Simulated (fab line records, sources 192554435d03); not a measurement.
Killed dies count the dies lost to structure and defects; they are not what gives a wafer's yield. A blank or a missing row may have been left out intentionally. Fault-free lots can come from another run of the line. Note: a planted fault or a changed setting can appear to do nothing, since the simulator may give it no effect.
Which of the tools did it? ; flow n5-finfet ; 72 wafers from 24 lots sampled at 3 of the route's 1938 steps

## WHAT THE GAUGES READ, wafer by wafer
N5_FIN_CUT_INSPECT_10: inspects for defects (brightfield). Usual: raw-defect-count at 47, with a standard deviation of 15.
lot;measured;on;raw-defect-count;flag
L074;day 2 03:08;defect-inspect-01;41 21 40;
L075;day 2 10:54;defect-inspect-01;87 118 62;
L076;day 2 16:07;defect-inspect-02;30 46 33;
L077;day 2 22:28;defect-inspect-01;69 55 42;
L078;day 3 03:19;defect-inspect-02;51 39 48;
L079;day 3 10:24;defect-inspect-02;51 45 46;
L080;day 3 15:25;defect-inspect-01;35 38 54;
L081;day 3 21:56;defect-inspect-02;36 48 63;
L082;day 4 03:41;defect-inspect-01;36 54 75;
L083;day 4 09:32;defect-inspect-01;40 31 33;
L084;day 4 16:34;defect-inspect-01;69 52 42;
L085;day 4 22:17;defect-inspect-02;47 40 40;
L086;day 5 02:46;defect-inspect-01;44 55 67;
L087;day 5 11:14;defect-inspect-02;54 40 38;
L088;day 5 16:26;defect-inspect-01;34 72 61;
L089;day 5 22:31;defect-inspect-01;43 40 21;
L090;day 6 03:04;defect-inspect-01;49 44 49;
L091;day 6 08:46;defect-inspect-01;55 39 37;
L092;day 6 15:41;defect-inspect-02;30 46 52;
L093;day 6 21:13;defect-inspect-02;74 49 61;
L094;day 7 03:40;defect-inspect-01;51 41 77;
L095;day 7 09:50;defect-inspect-01;29 31 22;
L096;day 7 15:10;defect-inspect-01;51 34 44;
L097;day 7 20:20;defect-inspect-01;47 69 62;

## TOOL THAT RAN EACH LOT (tool first, then ch and the chambers of the sampled wafers, then the start)
lot;N5_FIN_SAQP_RECESS_71;N5_FIN_SAQP_ETCH_64
L074;vapor-etch-02 ch 0,1, day 2 01:22;rie-si-04 ch 0,1,3, day 2 02:26
L075;vapor-etch-01 ch 0,1, day 2 08:44;rie-si-05 ch 0,1, day 2 10:07
L076;vapor-etch-02 ch 0, day 2 13:23;rie-si-05 ch 1,2,3, day 2 15:19
L077;vapor-etch-02 ch 0,1, day 2 20:36;rie-si-04 ch 0,2, day 2 21:47
L078;vapor-etch-02 ch 0,1, day 3 01:05;rie-si-03 ch 0,3, day 3 02:31
L079;vapor-etch-01 ch 0,1, day 3 08:35;rie-si-05 ch 0,1,2, day 3 09:43
L080;vapor-etch-01 ch 0,1, day 3 13:45;rie-si-03 ch 1,2, day 3 14:46
L081;vapor-etch-02 ch 0,1, day 3 19:14;rie-si-04 ch 0,1,2, day 3 21:09
L082;vapor-etch-02 ch 0, day 4 02:01;rie-si-04 ch 2,3, day 4 02:59
L083;vapor-etch-01 ch 0,1, day 4 07:46;rie-si-05 ch 2,3, day 4 08:45
L084;vapor-etch-02 ch 0,1, day 4 14:44;rie-si-04 ch 0,1,2, day 4 15:54
L085;vapor-etch-01 ch 0,1, day 4 20:38;rie-si-04 ch 0,2,3, day 4 21:37
L086;vapor-etch-01 ch 0,1, day 5 00:47;rie-si-04 ch 0,1,3, day 5 01:58
L087;vapor-etch-01 ch 0,1, day 5 09:28;rie-si-05 ch 0,2,3, day 5 10:34
L088;vapor-etch-01 ch 0, day 5 14:43;rie-si-04 ch 0,3, day 5 15:46
L089;vapor-etch-02 ch 0,1, day 5 20:53;rie-si-04 ch 0,1,3, day 5 21:52
L090;vapor-etch-01 ch 0,1, day 6 00:52;rie-si-04 ch 1,2, day 6 02:15
L091;vapor-etch-01 ch 0,1, day 6 07:06;rie-si-05 ch 0,1,3, day 6 08:06
L092;vapor-etch-02 ch 0,1, day 6 12:50;rie-si-03 ch 0,1,2, day 6 15:01
L093;vapor-etch-01 ch 0,1, day 6 19:13;rie-si-03 ch 1,3, day 6 20:25
L094;vapor-etch-02 ch 0,1, day 7 00:45;rie-si-04 ch 0,2,3, day 7 02:52
L095;vapor-etch-01 ch 0, day 7 07:45;rie-si-03 ch 0,1,3, day 7 09:02
L096;vapor-etch-02 ch 0,1, day 7 13:24;rie-si-03 ch 0,2,3, day 7 14:23
L097;vapor-etch-01 ch 0,1, day 7 18:20;rie-si-05 ch 1,2,3, day 7 19:33
- N5_FIN_SAQP_RECESS_71: chemistry HF/NH3, target SiO2, target depth 3 nm, afs cycles 1, sublimation time 60 s.
- N5_FIN_SAQP_ETCH_64: etches SiO2 in CF4, target depth 1.5 nm.

## AS READ BY THE TOOLS THEMSELVES (means over the sampled wafers that have a number; for cases with no such wafer, the mark the record gives instead)
N5_FIN_SAQP_RECESS_71. Usual: drypump-motor-current-A 5.81 A, standard deviation 0.29; foreline-p-Torr 0.1281 Torr, standard deviation 0.00038.
lot;tool;drypump-motor-current-A (A);foreline-p-Torr (Torr);flag
L074;vapor-etch-02;5.70;0.1280;
L075;vapor-etch-01;6.04;0.1283;
L076;vapor-etch-02;5.41;0.1283;
L077;vapor-etch-02;5.71;0.1278;
L078;vapor-etch-02;5.70;0.1283;
L079;vapor-etch-01;6.06;0.1281;
L080;vapor-etch-01;5.88;0.1284;
L081;vapor-etch-02;5.57;0.1282;
L082;vapor-etch-02;5.41;0.1281;
L083;vapor-etch-01;5.88;0.1276;
L084;vapor-etch-02;5.70;0.1280;
L085;vapor-etch-01;6.04;0.1283;
L086;vapor-etch-01;5.89;0.1283;
L087;vapor-etch-01;5.90;0.1281;
L088;vapor-etch-01;6.20;0.1280;
L089;vapor-etch-02;5.70;0.1277;
L090;vapor-etch-01;6.04;0.1281;
L091;vapor-etch-01;5.90;0.1276;
L092;vapor-etch-02;5.70;0.1280;
L093;vapor-etch-01;5.89;0.1280;
L094;vapor-etch-02;5.70;0.1283;
L095;vapor-etch-01;6.21;0.1281;
L096;vapor-etch-02;5.70;0.1281;
L097;vapor-etch-01;5.89;0.1281;

N5_FIN_SAQP_ETCH_64. Usual: drypump-motor-current-A 5.8 A, standard deviation 0.5; oes-product-au 1.004 a.u., standard deviation 0.013; throttle-valve-pct 21.83 %, standard deviation 0.21.
lot;tool;drypump-motor-current-A (A);oes-product-au (a.u.);throttle-valve-pct (%);flag
L074;rie-si-04;6.0;1.002;21.77;
L075;rie-si-05;5.6;1.006;21.67;
L076;rie-si-05;6.0;0.997;21.82;
L077;rie-si-04;5.4;1.001;21.83;
L078;rie-si-03;6.0;1.008;22.01;
L079;rie-si-05;5.8;0.994;21.66;
L080;rie-si-03;5.0;1.017;21.58;
L081;rie-si-04;5.8;0.988;21.88;
L082;rie-si-04;6.0;1.000;22.04;
L083;rie-si-05;6.2;1.014;21.86;
L084;rie-si-04;5.8;0.991;21.87;
L085;rie-si-04;5.8;0.992;21.89;
L086;rie-si-04;6.0;1.005;21.77;
L087;rie-si-05;6.0;1.017;21.90;
L088;rie-si-04;5.6;1.005;21.72;
L089;rie-si-04;6.0;0.999;21.77;
L090;rie-si-04;6.0;0.995;22.04;
L091;rie-si-05;5.8;0.998;21.84;
L092;rie-si-03;5.4;1.008;21.72;
L093;rie-si-03;5.3;1.015;21.70;
L094;rie-si-04;5.8;1.003;21.88;
L095;rie-si-03;5.7;1.015;21.83;
L096;rie-si-03;5.7;0.993;21.84;
L097;rie-si-05;6.0;1.009;21.82;

## THE ANSWER, worked out from the rows above alone
Rule: a lot counts as off when the mean over its wafers that have a number is more than 3 standard deviations away from the usual mean. A lot without any number at a reading at which 4 lots or more have one is off too. Any other lot the step has rows for is counted as sound. The gauges are gone through in route order, then the tools' own readings, and for those a lot's mean is taken as printed above. At the first step where some lot is off, the reading lying furthest off is the one used; lots without a number count as furthest.
No lot is off on any of the readings shown, so nothing can be concluded from this.

## WHAT THE SIMULATOR HAD INSERTED
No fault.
